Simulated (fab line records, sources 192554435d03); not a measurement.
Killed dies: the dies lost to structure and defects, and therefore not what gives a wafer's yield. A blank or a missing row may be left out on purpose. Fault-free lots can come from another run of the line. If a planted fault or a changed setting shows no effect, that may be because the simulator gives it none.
Matching of chambers + flow n5Finfet + cmp-02 running N5_PMOS_HMC_CHANNEL_EPI_CMP_21: 4 sister chambers
The step polishes SiGe30, target thk 54 nm. 4 wafers are shown with their chamber, then 10 later ones without.

== WAFERS WITH THEIR CHAMBER ==
| wafer  | chamber | motorCurrentA (A) |
|--------|---------|-------------------|
| L082.5 | 0       | 13.2              |
| L090.4 | 3       | 10.7              |
| L091.1 | 2       | 11.4              |
| L091.2 | 1       | 12.9              |

== WAFERS MISSING THEIR CHAMBER ==
| wafer  | motorCurrentA (A) |
|--------|-------------------|
| L091.6 | 10.7              |
| L093.2 | 12.4              |
| L093.5 | 11.1              |
| L093.6 | 13.0              |
| L095.1 | 12.8              |
| L095.2 | 11.0              |
| L095.6 | 11.2              |
| L096.1 | 13.0              |
| L096.2 | 12.7              |
| L096.5 | 11.4              |

== EACH ONE'S CHAMBER ==
| wafer  | from the rows above     | in truth                   |
|--------|-------------------------|----------------------------|
| L091.6 | 3                       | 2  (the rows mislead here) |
| L093.2 | can't be placed: 1 or 0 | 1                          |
| L093.5 | can't be placed: 2 or 3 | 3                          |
| L093.6 | can't be placed: 1 or 0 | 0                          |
| L095.1 | can't be placed: 1 or 0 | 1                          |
| L095.2 | can't be placed: 3 or 2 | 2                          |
| L095.6 | can't be placed: 2 or 3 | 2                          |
| L096.1 | can't be placed: 1 or 0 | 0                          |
| L096.2 | can't be placed: 1 or 0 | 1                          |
| L096.5 | 2                       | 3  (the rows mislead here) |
Correctly placed: 0 of 10. Unplaceable from these rows: 8, with the true chamber sitting among the candidates in 8. Number placed wrongly: 2.
How it was worked out, from the rows above alone: a wafer's distance from a chamber is the root of the sum, over the readings, of the square of ((its reading less the chamber's mean) divided by the reading's scatter). If the next closest chamber is less than 2 further off than the closest, the wafer can't be placed; otherwise it belongs to the closest. A chamber's mean is the mean of its shown wafers. The scatter (one wafer shown for each chamber): square how far every hidden wafer sits from the nearest shown wafer, average those squares and take the square root.
